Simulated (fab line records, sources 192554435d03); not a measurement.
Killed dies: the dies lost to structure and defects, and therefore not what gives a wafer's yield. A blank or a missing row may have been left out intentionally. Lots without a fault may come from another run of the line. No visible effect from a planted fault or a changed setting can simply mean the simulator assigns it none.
fab line records ; flow n5_finfet
record: lots: 6; wafers: 18; last_day: 19
route steps=1938 shown BEOL_M2@919 BEOL_M3@931 BEOL_M4@1111 PASSIVATION@1936
lots untouched by any fault: they come from a run of this same line in which no faults occurred
start_h: hours from the record's first day to the start of the lot's first wafer shown ; wait_h: hours from the lot's prior step to this one ; " identical to the entry in the row above ; L1.1+2: one row covering several wafers at once ; - no value, or no start given ; * or withheld: withheld ; < > ~ a bound
route shown NAME@n: names a module that has steps shown in the file, with the first one's number in the route ; usual: mean and standard deviation over wafers with no fault ; same: alike in all rows ; chamber/n: place in a boat ; sites: readings site by site ; _std_site: standard deviation across them ; _edge_site: inner sites' mean taken away from outer sites' mean ; radius_mm: for every site, how far away it sits from the centre of the wafer ; mask NAME#n: copy n ; behind: tool/chamber where the wafer was last shaped ; hold: reason for holding the lot/hours on hold/outcome of the hold ; device: which transistor (n, p or np) failed to switch ; end of line: the same wafers' tests at the end of the route ; step lacking rows: just its recipe ; killed: not the wafer's yield, but the dies lost to structure and defects at the first sort ; map: shows each die of a wafer: x if killed, . if not, _ if none is there
set.NAME: setting as actually run; set.NAME@STEP: the setting as run at that earlier step ; model.NAME: the simulator's own value behind a step, which no gauge read
lots seen at some steps along the route; tables by step, rows by wafer
services: a tool's chamber out of use, with start hour (start_h, from the record's first day; less than 0 if before it), hours out, and reason
== steps ==
step: N5_BEOL_M2_ANNEAL_95
recipe: temp_c: 400; time_s: 240; ambient: vacuum
usual: heater_power_w: 845/84
lot.wafer;tool;chamber;start_h;wait_h;heater_power_w
L633.3;pvd_sputter-01;-;204.15;0.0;821
L633.4;pvd_sputter-01;-;204.15;0.0;912
L633.6;pvd_sputter-01;-;204.15;0.0;913
L634.3;pvd_sputter-03;-;205.69;0.0;815
L634.4;pvd_sputter-03;-;205.69;0.0;790
L634.5;pvd_sputter-03;-;205.69;0.0;844
L636.2;pvd_sputter-03;-;231.25;0.0;781
L636.3;pvd_sputter-03;-;231.25;0.0;836
L636.4;pvd_sputter-03;-;231.25;0.0;879
L646.3;pvd_sputter-02;-;275.98;0.0;836
L646.4;pvd_sputter-02;-;275.98;0.0;738
L646.6;pvd_sputter-02;-;275.98;0.0;834
L648.2;pvd_sputter-03;-;290.37;0.0;895
L648.5;pvd_sputter-03;-;290.37;0.0;771
L648.6;pvd_sputter-03;-;290.37;0.0;906
L649.2;pvd_sputter-03;-;304.87;0.0;860
L649.4;pvd_sputter-03;-;304.87;0.0;762
L649.5;pvd_sputter-03;-;304.87;0.0;758
step: N5_BEOL_M2_SPUTTER_96
recipe: material: Cu; target_thk_a: 45; temp_c: -20; chamber_pressure_pa: 0.07; power_w: withheld; time_s: 8.29
usual: throttle_valve_pct: 30.1/0.97
lot.wafer;tool;chamber;start_h;wait_h;throttle_valve_pct
L633.3;pvd_sputter-01;-;204.30;0.1;32.1
L633.4;pvd_sputter-01;-;204.30;0.1;30.3
L633.6;pvd_sputter-01;-;204.30;0.1;30.1
L634.3;pvd_sputter-03;-;205.83;0.1;30.2
L634.4;pvd_sputter-03;-;205.83;0.1;30.8
L634.5;pvd_sputter-03;-;205.83;0.1;30.1
L636.2;pvd_sputter-03;-;231.39;0.1;30.1
L636.3;pvd_sputter-03;-;231.39;0.1;29.8
L636.4;pvd_sputter-03;-;231.39;0.1;28.5
L646.3;pvd_sputter-02;-;276.12;0.1;30.7
L646.4;pvd_sputter-02;-;276.12;0.1;29.9
L646.6;pvd_sputter-02;-;276.12;0.1;30.9
L648.2;pvd_sputter-03;-;290.51;0.1;28.3
L648.5;pvd_sputter-03;-;290.51;0.1;30.9
L648.6;pvd_sputter-03;-;290.51;0.1;28.6
L649.2;pvd_sputter-03;-;305.01;0.1;28.4
L649.4;pvd_sputter-03;-;305.01;0.1;30.8
L649.5;pvd_sputter-03;-;305.01;0.1;30.8
step: N5_BEOL_M2_ECD_50
recipe: material: Cu; target_thk_a: 3000
step: N5_BEOL_M2_ANNEAL_51
recipe: temp_c: 225; time_s: 90; ambient: N2
step: N5_BEOL_M2_CMP_52
recipe: stop_on: SiOC; t_overpolish_s: 6.8; down_force_psi: 1; platen_rpm: 50; clearing_platen_down_force_psi: 1.5; clearing_platen_rpm: 50; post_cmp_clean: cu_alkaline; target_thk_nm: 40; clearing_platen_pad_velocity_m_s: 0.99484; pad_velocity_m_s: 0.99484
usual: barrier_field_endpoint_s: 24.5/0.58; clearing_platen_down_force_psi: 1.4997/0.0029; motor_current_A: 6.0/0.67; overpolish_run_s: 6.799/0.0096; time_to_endpoint_s: 61.5/2.9
lot.wafer;tool;chamber;start_h;wait_h;barrier_field_endpoint_s;clearing_platen_down_force_psi;motor_current_A;overpolish_run_s;time_to_endpoint_s
L633.4;cmp-03;3;204.84;0.2;24.4;1.4971;6.3;6.790;61.0
L633.3;cmp-03;1;204.84;0.2;24.4;1.4943;5.0;6.781;64.4
L633.6;cmp-03;3;204.84;0.2;24.1;1.5028;6.1;6.805;56.8
L634.3;cmp-02;0;206.36;0.2;24.4;1.4991;5.3;6.806;59.2
L634.4;cmp-02;2;206.36;0.2;24.8;1.5051;5.8;6.804;63.7
L634.5;cmp-02;3;206.36;0.2;23.7;1.5010;6.4;6.801;57.0
L636.2;cmp-01;0;231.89;0.2;23.7;1.5001;7.0;6.812;55.1
L636.4;cmp-01;2;231.89;0.2;23.5;1.5013;5.5;6.798;58.0
L636.3;cmp-01;3;231.89;0.2;25.0;1.5016;5.9;6.804;63.9
L646.4;cmp-03;0;276.61;0.1;25.1;1.5042;7.3;6.811;63.4
L646.3;cmp-03;2;276.61;0.1;24.8;1.4939;6.1;6.807;63.2
L646.6;cmp-03;0;276.61;0.1;25.7;1.5023;7.1;6.808;62.3
L648.2;cmp-01;0;291.12;0.3;24.2;1.4990;7.1;6.807;60.2
L648.6;cmp-01;1;291.12;0.3;25.2;1.4997;5.9;6.796;58.8
L648.5;cmp-01;2;291.12;0.3;25.3;1.4992;5.2;6.801;61.8
L649.2;cmp-02;3;305.54;0.2;24.0;1.4965;6.4;6.807;61.6
L649.4;cmp-02;1;305.54;0.2;24.6;1.4987;5.4;6.786;60.7
L649.5;cmp-02;3;305.54;0.2;24.8;1.4987;6.5;6.786;62.1
step: N5_BEOL_M2_THK_MEAS_53
recipe: thk_meas_gauge: xrf; reads: Cu_of_BEOL_M2_ECD_50
usual: M2_THK: 38.9/1.6
lot.wafer;tool;chamber;start_h;wait_h;M2_THK[nm]
L633.3;film_metro-01;-;205.10;-;39.6
L633.4;film_metro-01;-;205.10;-;36.5
L633.6;film_metro-01;-;205.10;-;36.9
L634.3;film_metro-01;-;206.62;-;38.0
L634.4;film_metro-01;-;206.62;-;40.4
L634.5;film_metro-01;-;206.62;-;38.9
L636.2;film_metro-01;-;232.18;-;39.2
L636.3;film_metro-01;-;232.18;-;37.2
L636.4;film_metro-01;-;232.18;-;39.1
L646.3;film_metro-02;-;276.91;-;40.6
L646.4;film_metro-02;-;276.91;-;39.2
L646.6;film_metro-02;-;276.91;-;39.4
L648.2;film_metro-02;-;291.30;-;41.8
L648.5;film_metro-02;-;291.30;-;40.1
L648.6;film_metro-02;-;291.30;-;41.5
L649.2;film_metro-02;-;305.80;-;38.3
L649.4;film_metro-02;-;305.80;-;39.4
L649.5;film_metro-02;-;305.80;-;38.9
step: N5_BEOL_M2_PRE_CLEAN_60
recipe: gas: NH3/H2; time_s: 15; temp_c: *; rf_power_w: 300
usual: heater_power_w: 91/23
lot.wafer;tool;chamber;start_h;wait_h;heater_power_w
L633.3;cvd_co-02;1;205.14;0.0;80
L633.4;cvd_co-02;1;205.14;0.0;85
L633.6;cvd_co-02;0;205.14;0.0;95
L634.3;cvd_co-01;1;206.66;0.0;146
L634.4;cvd_co-01;2;206.66;0.0;76
L634.5;cvd_co-01;0;206.66;0.0;72
L636.2;cvd_co-01;2;232.22;0.0;79
L636.3;cvd_co-01;0;232.22;0.0;74
L636.4;cvd_co-01;1;232.22;0.0;142
L646.3;cvd_co-02;1;276.94;0.0;83
L646.4;cvd_co-02;2;276.94;0.0;78
L646.6;cvd_co-02;1;276.94;0.0;84
L648.2;cvd_co-01;0;291.34;0.0;71
L648.5;cvd_co-01;1;291.34;0.0;147
L648.6;cvd_co-01;0;291.34;0.0;72
L649.2;cvd_co-02;0;305.84;0.0;96
L649.4;cvd_co-02;1;305.84;0.0;84
L649.5;cvd_co-02;0;305.84;0.0;95
step: N5_BEOL_M2_CO_CAP_55
recipe: material: Co; target_thk_a: 20; temp_c: 200; precursor: CCTBA/H2; pressure_torr: 30; time_s: 102.1
usual: heater_power_w: 242/28
lot.wafer;tool;chamber;start_h;wait_h;heater_power_w
L633.3;cvd_co-02;1;205.18;0.0;230
L633.4;cvd_co-02;1;205.18;0.0;238
L633.6;cvd_co-02;0;205.18;0.0;243
L634.3;cvd_co-01;1;206.70;0.0;309
L634.4;cvd_co-01;2;206.70;0.0;227
L634.5;cvd_co-01;0;206.70;0.0;222
L636.2;cvd_co-01;2;232.26;0.0;227
L636.3;cvd_co-01;0;232.26;0.0;219
L636.4;cvd_co-01;1;232.26;0.0;313
L646.3;cvd_co-02;1;276.98;0.0;233
L646.4;cvd_co-02;2;276.98;0.0;230
L646.6;cvd_co-02;1;276.98;0.0;231
L648.2;cvd_co-01;0;291.38;0.0;223
L648.5;cvd_co-01;1;291.38;0.0;304
L648.6;cvd_co-01;0;291.38;0.0;216
L649.2;cvd_co-02;0;305.88;0.0;257
L649.4;cvd_co-02;1;305.88;0.0;235
L649.5;cvd_co-02;0;305.88;0.0;238
step: N5_BEOL_M2_PRE_CLEAN_56
recipe: gas: NH3; time_s: 15; temp_c: withheld; rf_power_w: 300
step: N5_BEOL_M2_DEP_57
recipe: material: SiCN; target_thk_a: 80; temp_c: withheld; precursor: 3MS/NH3; pressure_torr: 3; rf_w: 202; time_s: 14
step: N5_BEOL_M2_RS_MEAS_58
recipe: thk_meas_gauge: four-point-probe; reads: Co_of_BEOL_M2_CO_CAP_55+Cu_of_BEOL_M2_ECD_50+Co_of_BEOL_M2_CVD_47+TaN_of_BEOL_M2_ALD_84
usual: M2_RS: 0.69/0.035
lot.wafer;tool;chamber;start_h;wait_h;M2_RS[ohm/sq]
L633.3;film_metro-01;-;205.36;0.1;0.67
L633.4;film_metro-01;-;205.36;0.1;0.73
L633.6;film_metro-01;-;205.36;0.1;0.73
L634.3;film_metro-02;-;206.88;0.1;0.70
L634.4;film_metro-02;-;206.88;0.1;0.65
L634.5;film_metro-02;-;206.88;0.1;0.69
L636.2;film_metro-02;-;232.44;0.1;0.67
L636.3;film_metro-02;-;232.44;0.1;0.72
L636.4;film_metro-02;-;232.44;0.1;0.67
L646.3;film_metro-02;-;277.17;0.1;0.65
L646.4;film_metro-02;-;277.17;0.1;0.68
L646.6;film_metro-02;-;277.17;0.1;0.67
L648.2;film_metro-02;-;291.56;0.1;0.62
L648.5;film_metro-02;-;291.56;0.1;0.65
L648.6;film_metro-02;-;291.56;0.1;0.62
L649.2;film_metro-02;-;306.06;0.1;0.70
L649.4;film_metro-02;-;306.06;0.1;0.67
L649.5;film_metro-02;-;306.06;0.1;0.68
step: N5_BEOL_M2_INSPECT_59
recipe: inspect_instrument: darkfield; mode: post_dep
usual: raw_defect_count: 81/25
lot.wafer;tool;chamber;start_h;wait_h;raw_defect_count
L633.3;defect_inspect-02;-;205.39;0.0;32
L633.4;defect_inspect-02;-;205.39;0.0;86
L633.6;defect_inspect-02;-;205.39;0.0;101
L634.3;defect_inspect-02;-;206.91;0.0;71
L634.4;defect_inspect-02;-;206.91;0.0;105
L634.5;defect_inspect-02;-;206.91;0.0;96
L636.2;defect_inspect-01;-;232.47;0.0;59
L636.3;defect_inspect-01;-;232.47;0.0;61
L636.4;defect_inspect-01;-;232.47;0.0;100
L646.3;defect_inspect-02;-;277.20;0.0;65
L646.4;defect_inspect-02;-;277.20;0.0;92
L646.6;defect_inspect-02;-;277.20;0.0;88
L648.2;defect_inspect-02;-;291.59;0.0;77
L648.5;defect_inspect-02;-;291.59;0.0;90
L648.6;defect_inspect-02;-;291.59;0.0;50
L649.2;defect_inspect-02;-;306.09;0.0;44
L649.4;defect_inspect-02;-;306.09;0.0;119
L649.5;defect_inspect-02;-;306.09;0.0;113
step: N5_BEOL_M3_ILD_DEP_00
recipe: material: SiOC; target_thk_a: 790; temp_c: 350; precursor: DEMS/O2; pressure_torr: 5; rf_w: 500; time_s: 15.3
usual: heater_power_w: 461/50; showerhead_plenum_p_Torr: 5.694/0.013; susceptor_temp_C: 350.00/0.23; throttle_valve_pct: 12.1/0.6
lot.wafer;tool;chamber;start_h;wait_h;heater_power_w;showerhead_plenum_p_Torr;susceptor_temp_C;throttle_valve_pct
L633.3;pecvd-02;2;205.42;0.0;464;5.691;350.16;11.2
L633.4;pecvd-02;2;205.42;0.0;482;5.695;349.97;11.2
L633.6;pecvd-02;0;205.42;0.0;512;5.676;349.97;12.4
L634.3;pecvd-02;2;206.94;0.0;533;5.695;350.25;11.2
L634.4;pecvd-02;1;206.94;0.0;501;5.700;349.78;11.8
L634.5;pecvd-02;2;206.94;0.0;541;5.713;350.03;11.2
L636.2;pecvd-03;2;232.50;0.0;408;5.704;349.93;11.7
L636.3;pecvd-03;1;232.50;0.0;508;5.694;350.15;12.9
L636.4;pecvd-03;2;232.50;0.0;407;5.694;349.75;11.7
L646.3;pecvd-03;0;277.23;0.0;465;5.683;355.72;12.2
L646.4;pecvd-03;0;277.23;0.0;464;5.690;355.81;12.3
L646.6;pecvd-03;2;277.23;0.0;375;5.688;350.29;12.1
L648.2;pecvd-03;0;291.62;0.0;431;5.674;356.18;12.2
L648.5;pecvd-03;2;291.62;0.0;441;5.700;350.25;11.6
L648.6;pecvd-03;1;291.62;0.0;436;5.685;349.70;13.1
L649.2;pecvd-04;0;306.13;0.0;394;5.706;350.06;13.0
L649.4;pecvd-04;1;306.13;0.0;449;5.708;349.82;12.1
L649.5;pecvd-04;0;306.13;0.0;401;5.707;350.37;12.9
step: N5_BEOL_M3_THK_MEAS_01
recipe: reads: SiOC_of_BEOL_M3_ILD_DEP_00
usual: M3_ILD_THK: 79.3/0.98
lot.wafer;tool;chamber;start_h;wait_h;M3_ILD_THK[nm]
L633.3;film_metro-02;-;205.49;0.1;79.0
L633.4;film_metro-02;-;205.49;0.1;80.9
L633.6;film_metro-02;-;205.49;0.1;80.4
L634.3;film_metro-01;-;207.01;0.1;80.3
L634.4;film_metro-01;-;207.01;0.1;80.7
L634.5;film_metro-01;-;207.01;0.1;80.7
L636.2;film_metro-01;-;232.57;0.1;80.1
L636.3;film_metro-01;-;232.57;0.1;79.6
L636.4;film_metro-01;-;232.57;0.1;81.8
L646.3;film_metro-02;-;277.30;0.1;77.7
L646.4;film_metro-02;-;277.30;0.1;79.2
L646.6;film_metro-02;-;277.30;0.1;79.9
L648.2;film_metro-01;-;291.69;0.1;77.9
L648.5;film_metro-01;-;291.69;0.1;80.0
L648.6;film_metro-01;-;291.69;0.1;80.8
L649.2;film_metro-01;-;306.19;0.1;79.0
L649.4;film_metro-01;-;306.19;0.1;77.7
L649.5;film_metro-01;-;306.19;0.1;80.1
step: N5_BEOL_M4_RC_MEAS_101
usual: DIBL_N: 36.0/1.6; DIBL_P: 35.8/2; IOFF_N: 0.152/0.03; IOFF_P: 0.20/0.031; ION_N: 670/12; ION_P: 459/7.4; SS_N: 71.5/0.56; SS_P: 73.2/0.64; VT_N: 251/3.5; VT_P: -252/3.3
lot.wafer;tool;chamber;start_h;wait_h;DIBL_N[mV/V];DIBL_P[mV/V];IOFF_N[nA/um];IOFF_P[nA/um];ION_N[uA/um];ION_P[uA/um];SS_N[mV/dec];SS_P[mV/dec];VT_N[mV];VT_P[mV]
L633.3;prober-01;0;241.69;0.3;38.7;37.2;0.189;0.24;674;461;72.8;73.8;248;-248
L633.4;prober-01;0;241.69;0.3;37.1;35.6;0.155;0.22;664;460;71.8;73.9;253;-248
L633.6;prober-01;0;241.69;0.3;36.7;34.9;0.148;0.20;684;465;71.5;73.1;251;-250
L634.3;prober-01;0;246.25;0.3;37.4;37.2;0.158;0.20;676;463;72.6;73.1;250;-253
L634.4;prober-01;0;246.25;0.3;35.7;35.1;0.136;0.18;684;463;71.2;73.2;250;-253
L634.5;prober-01;0;246.25;0.3;34.2;34.1;0.114;0.16;658;457;71.5;71.8;257;-256
L636.2;prober-02;0;252.90;0.2;34.8;35.0;0.124;0.17;664;456;71.4;73.1;251;-256
L636.3;prober-02;0;252.90;0.2;34.8;35.0;0.128;0.16;663;452;70.9;72.8;250;-256
L636.4;prober-02;0;252.90;0.2;35.9;37.1;0.146;0.19;666;454;72.0;74.0;250;-253
L646.3;prober-02;0;329.27;0.3;34.8;33.4;0.128;0.20;659;464;71.4;73.2;252;-246
L646.4;prober-02;0;329.27;0.3;36.7;35.4;0.155;0.24;676;468;71.2;73.9;249;-246
L646.6;prober-02;0;329.27;0.3;36.1;34.2;0.141;0.21;667;461;71.7;73.1;251;-248
L648.2;prober-01;0;342.92;0.2;34.5;35.1;0.144;0.21;666;463;71.2;73.4;252;-252
L648.5;prober-01;0;342.92;0.2;34.5;33.8;0.140;0.19;667;457;71.4;72.7;251;-250
L648.6;prober-01;0;342.92;0.2;33.8;33.5;0.125;0.19;664;461;71.3;72.7;253;-250
L649.2;prober-02;0;347.50;0.2;35.4;35.4;0.139;0.17;673;456;71.5;73.4;251;-254
L649.4;prober-02;0;347.50;0.2;36.3;36.9;0.164;0.20;669;458;72.8;73.4;249;-254
L649.5;prober-02;0;347.50;0.2;34.5;35.0;0.131;0.18;656;457;71.9;72.6;251;-253
step: N5_PASSIVATION_PROBE_49
usual: defect_limited_yield: 91.6/1.4; killed_at_M0_to_M3: 33/10; killed_at_M4_up: 13/5.3; killed_at_contacts: 13/5.9; killed_at_front_end: 36/12; killed_at_other: 4/3.1; killed_dies: 99/16; killed_open: 65/13; killed_short: 32/7.3; sort_bin_5_function: 4.9/0.9; sort_bin_6_memory: 3.1/0.66; sort_n_pass: 1081/17; sort_yield_pct: 91.6/1.4
same: gross_dies: 1180; killed_at_back_side: 0; sort_bin_4_leakage[%]: 0; sort_bin_8_speed[%]: 0
lot.wafer;tool;chamber;start_h;wait_h;defect_limited_yield[%];killed_at_M0_to_M3;killed_at_M4_up;killed_at_contacts;killed_at_front_end;killed_at_other;killed_dies;killed_open;killed_short;sort_bin_5_function[%];sort_bin_6_memory[%];sort_n_pass;sort_yield_pct[%]
L634.3;prober-01;-;349.45;0.1;89.7;59;17;11;29;5;121;66;49;5.9;4.1;1059;89.7
L634.4;prober-01;-;349.50;0.2;91.7;45;15;14;22;2;98;73;22;5.2;2.9;1082;91.7
L634.5;prober-01;-;349.55;0.2;93.1;28;20;5;26;2;81;57;21;4.7;1.9;1099;93.1
L648.2;prober-01;-;459.11;0.1;92.6;34;11;15;22;5;87;59;27;3.7;3.3;1093;92.6
L648.5;prober-01;-;459.26;0.2;92.8;37;11;9;23;5;85;47;36;3.6;3.2;1095;92.8
L648.6;prober-01;-;459.31;0.3;92.0;19;8;15;49;3;94;64;30;4.9;2.9;1086;92.0
killed by level:class
L634.3 BEOL_M0_SAQP:geometric_particle:open=16 BEOL_M0_SAQP:geometric_particle:short=15 MOL_CONTACT_COAG:geometric_particle:open=10 BEOL_M4:geometric_particle:open=7 BEOL_M2:geometric_particle:open=7 BEOL_M1:geometric_particle:open=6 STARTING-WAFER:geometric_particle:open=5 GATE_CUT:geometric_particle:short=4
L634.4 BEOL_M0_SAQP:geometric_particle:open=12 BEOL_M3:geometric_particle:open=11 MOL_CONTACT_COAG:geometric_particle:open=10 BEOL_M1:geometric_particle:open=8 STI_FIN_REVEAL:geometric_particle:open=6 BEOL_M2:geometric_particle:open=6 BEOL_M4:geometric_particle:open=6 MOL_CONTACT_COAG:geometric_particle:short=4
L634.5 BEOL_M1:geometric_particle:open=11 BEOL_M4:geometric_particle:open=6 MOL_CONTACT_COAG:geometric_particle:open=5 BEOL_M2:geometric_particle:open=5 BEOL_M8:geometric_particle:open=5 STI_FIN_REVEAL:geometric_particle:open=4 DUMMY_GATE:geometric_particle:open=4 FIN_SAQP:geometric_particle:open=3
L648.2 BEOL_M0_SAQP:geometric_particle:open=11 BEOL_M3:geometric_particle:open=11 MOL_CONTACT_COAG:geometric_particle:open=8 STI_FIN_REVEAL:geometric_particle:open=6 MOL_CONTACT_COAG:geometric_particle:short=6 STARTING-WAFER:geometric_particle:short=5 FIN_SAQP:geometric_particle:short=4 BEOL_M1:geometric_particle:open=4
L648.5 BEOL_M0_SAQP:geometric_particle:short=11 MOL_CONTACT_COAG:geometric_particle:open=9 BEOL_M1:geometric_particle:short=7 BEOL_M0_SAQP:geometric_particle:open=6 BEOL_M3:geometric_particle:open=6 STI_FIN_REVEAL:geometric_particle:open=4 GATE_CUT:geometric_particle:short=4 BEOL_M2:geometric_particle:open=4
L648.6 STI_FIN_REVEAL:geometric_particle:open=20 MOL_CONTACT_COAG:geometric_particle:open=9 FIN_SAQP:geometric_particle:short=8 BEOL_M2:geometric_particle:open=7 MOL_CONTACT_COAG:geometric_particle:short=6 BEOL_M3:geometric_particle:open=5 STARTING-WAFER:geometric_particle:open=4 FIN_SAQP:geometric_particle:open=3
== services ==
tool;chamber;start_h;hours;kind
pecvd-04;1;196.95;5.5;scheduled_down
pecvd-04;-;203.08;1.3;repair
cmp-03;-;205.77;5.1;pm
cmp-03;-;211.24;3.4;pm
cmp-03;-;215.43;0.8;repair
cmp-03;-;216.23;10.9;pm
pecvd-03;1;223.73;6.0;repair
cmp-03;-;230.18;2.7;repair
cmp-01;-;232.11;4.0;pm
cmp-02;-;233.10;2.4;repair
pecvd-02;1;233.21;2.1;scheduled_down
pecvd-03;2;234.72;9.0;repair
cmp-01;-;236.11;-;consumable_replace:conditioner
cmp-01;-;236.11;-;consumable_replace:pad
cmp-02;-;237.39;0.2;repair
cmp-03;-;240.72;4.0;pm
cmp-03;-;244.72;-;consumable_replace:conditioner
cmp-03;-;244.72;-;consumable_replace:pad
pecvd-04;0;256.02;5.2;repair
cmp-03;-;257.37;10.0;repair
pecvd-02;0;273.00;5.5;scheduled_down
cmp-01;-;275.76;1.8;repair
pecvd-04;2;301.00;2.5;repair
== key ==
first_sign: step: N5_BEOL_M3_ILD_DEP_00; reading: susceptor_temp_C; direction: up; sigmas: 26; usual: *; struck: *
effect none on later readings
met_at N5_BEOL_M3_ILD_DEP_00
struck_wafers L646.3,L646.4,L648.2
fault: kind: process_parameter_drift; tool: pecvd-03; chamber: 0; onset_h: 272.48; steps: N5_BEOL_M3_ILD_DEP_00; channel: temp_c; offset: *; shape: step; end_h: 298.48; acts_in: *; stated: *
